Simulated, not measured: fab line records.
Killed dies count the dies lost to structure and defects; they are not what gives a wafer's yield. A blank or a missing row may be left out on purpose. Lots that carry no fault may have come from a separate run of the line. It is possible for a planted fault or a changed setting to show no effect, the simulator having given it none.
Chamber matching    flow nand harc    NHARC_A_STAIRCASE_TRIM_233 on rie diel-08 has 4 sister chambers
The step chemistry O2, time 211.2 s. 16 wafers are shown with their chamber, then 8 later ones without.

WAFERS WITH THEIR CHAMBER
wafer   chamber  showerhead plenum p Torr (Torr)  drypump motor current A (A)  oes product au (a.u.)
L141.2  2        3.59                             6.2                          1.002
L141.3  0        3.54                             6.2                          1.014
L141.4  3        3.38                             6.5                          1.022
L143.1  1        3.43                             6.1                          1.011
L143.5  1        3.43                             6.0                          1.001
L143.6  2        3.59                             6.3                          0.994
L153.2  3        3.37                             6.5                          1.025
L153.3  0        3.53                             6.2                          1.026
L153.6  2        3.58                             6.3                          1.020
L152.1  1        3.42                             6.0                          0.991
L152.3  3        3.36                             6.5                          1.028
L152.5  3        3.36                             6.5                          1.025
L156.4  1        3.41                             6.1                          0.998
L156.5  0        3.52                             6.2                          1.010
L156.6  3        3.36                             6.5                          1.043
L158.1  3        3.36                             6.5                          1.034

SIGNATURES (means of the wafers above)
reading                   chamber 0  chamber 1  chamber 2  chamber 3  scatter within a chamber
showerhead plenum p Torr  3.5300     3.4225     3.5867     3.3650     0.00862
drypump motor current A   6.200      6.050      6.267      6.500      0.0373
oes product au            1.01667    1.00025    1.00533    1.02950    0.00914
Rule: for a wafer and a chamber, the distance is found by dividing, reading by reading, the gap between the wafer's reading and the chamber's mean by the reading's scatter, squaring, summing and taking the root. The wafer belongs to the nearest chamber; if the next one is less than 2 further off, it can't be placed. How the scatter is found: for the shown wafers, subtract from each reading the mean of its chamber, square and add these, divide the total by (wafers less chambers), then take the root.

WAFERS MISSING THEIR CHAMBER
wafer   showerhead plenum p Torr (Torr)  drypump motor current A (A)  oes product au (a.u.)
L158.2  3.57                             6.3                          1.007
L158.3  3.41                             6.1                          0.997
L159.2  3.36                             6.5                          1.033
L159.4  3.52                             6.2                          1.019
L159.6  3.52                             6.2                          1.020
L161.2  3.35                             6.5                          1.023
L161.3  3.41                             6.0                          0.996
L161.6  3.57                             6.2                          0.999

CHAMBER TAKEN BY EACH
wafer   from the rows above  in truth
L158.2  2                    2
L158.3  1                    1
L159.2  3                    3
L159.4  0                    0
L159.6  0                    0
L161.2  3                    3
L161.3  1                    1
L161.6  2                    2
Correctly placed: 8 of 8. From these rows, 0 cannot be placed. Number placed wrongly: 0.
